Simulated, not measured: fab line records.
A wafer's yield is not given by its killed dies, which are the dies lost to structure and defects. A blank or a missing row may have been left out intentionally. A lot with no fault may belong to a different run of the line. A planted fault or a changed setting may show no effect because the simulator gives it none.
Problem report in the 8D (eight disciplines) form, filled by code / flow n5-finfet / the parts of the form that need people (team, actions taken, sign-off) are left out

1. THE PROBLEM
Wafers without a fault read 649.1 W, standard deviation 1.9; rf-fwd-power-W at N5_PASSIVATION_ETCH_54 reads a mean of 492.3 W on 6 wafers belonging to 2 lots. Measured from the usual mean, that is -83 standard deviations.
The step: etches SiO2 in CHF3/O2, target depth 880 nm, time 440 s.
Seen first at day 15 04:48 on rie-diel-01, wafer L986.1. The record has a number at this step for 32 wafers belonging to 11 lots. By rule, "out" or "out of limits" means more than 4 standard deviations away from the usual mean. The other wafers with a number count as sound.

2. WHAT THIS IS AND IS NOT
question=which readings at this step | is=rf-fwd-power-W | is not=drypump-motor-current-A, oes-product-au, throttle-valve-pct
question=which lots | is=L986, L987 | is not=L977, L978, L990, L991, L993, L994, L996, L998, L999
question=which wafers of those lots | is=all that have a number | is not=-
question=read on which tools | is=rie-diel-01 | is not=rie-diel-02, rie-diel-05
question=when | is=from day 15 04:48 | is not=up to then (6 sound wafers); but 20 sound wafers of L990, L991, L993, L994, L996, L998, L999 came after

3. SUSPECTS, AND WHAT RULES EACH OUT
Counting: a tool at a process step up to the reading stays a suspect if it ran every lot that is out and no sound lot after the first of them.
- rie-diel-01 at N5_PASSIVATION_ETCH_54 (etches SiO2 in CHF3/O2, target depth 880 nm, time 440 s): kept. It ran every lot that is out, first L986 (day 15 04:48), and no sound lot after that; its last sound lot up to then is L977 (day 13 10:56). Out on those wafers are its own readings of rf-fwd-power-W.
Left after counting: rie-diel-01 at N5_PASSIVATION_ETCH_54.

4. THE CAUSE (what the simulator had put in)
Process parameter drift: rie-diel-01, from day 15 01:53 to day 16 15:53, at N5_PASSIVATION_ETCH_54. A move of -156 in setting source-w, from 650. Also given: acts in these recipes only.
This tool alone remained once counting was done.

5. THE EFFECT CHAIN, in route order
Each row: a reading where the mean over the struck wafers with a number is more than 3 standard deviations away from the usual. Only readings whose record carries a usual standard deviation are examined. hours: median over the lots of the time between each lot's start at the first step of this table that gives one and its start at this step. sigmas: the change, counted in usual standard deviations.
hours=0; step=N5_PASSIVATION_ETCH_54; reading=rf-fwd-power-W; usual=649.1 W; on struck wafers=492.3; change=-156.8; sigmas=-83
hours=0; step=N5_PASSIVATION_ETCH_54; reading=rf-vpp-V; usual=523 V; on struck wafers=601; change=+78; sigmas=+5.2
hours=3; step=N5_PASSIVATION_PROBE_49; reading=killed-at-other; usual=3.5; on struck wafers=17.5; change=+14.0; sigmas=+5.0
Here are the process steps it includes:
- N5_PASSIVATION_ETCH_54: etches SiO2 in CHF3/O2, target depth 880 nm, time 440 s.
- N5_PASSIVATION_PROBE_49

6. HOW IT WOULD HAVE BEEN CAUGHT EARLIER
In this record the first reading out of limits was taken at day 15 04:48, 3 hours after the fault began at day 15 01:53.
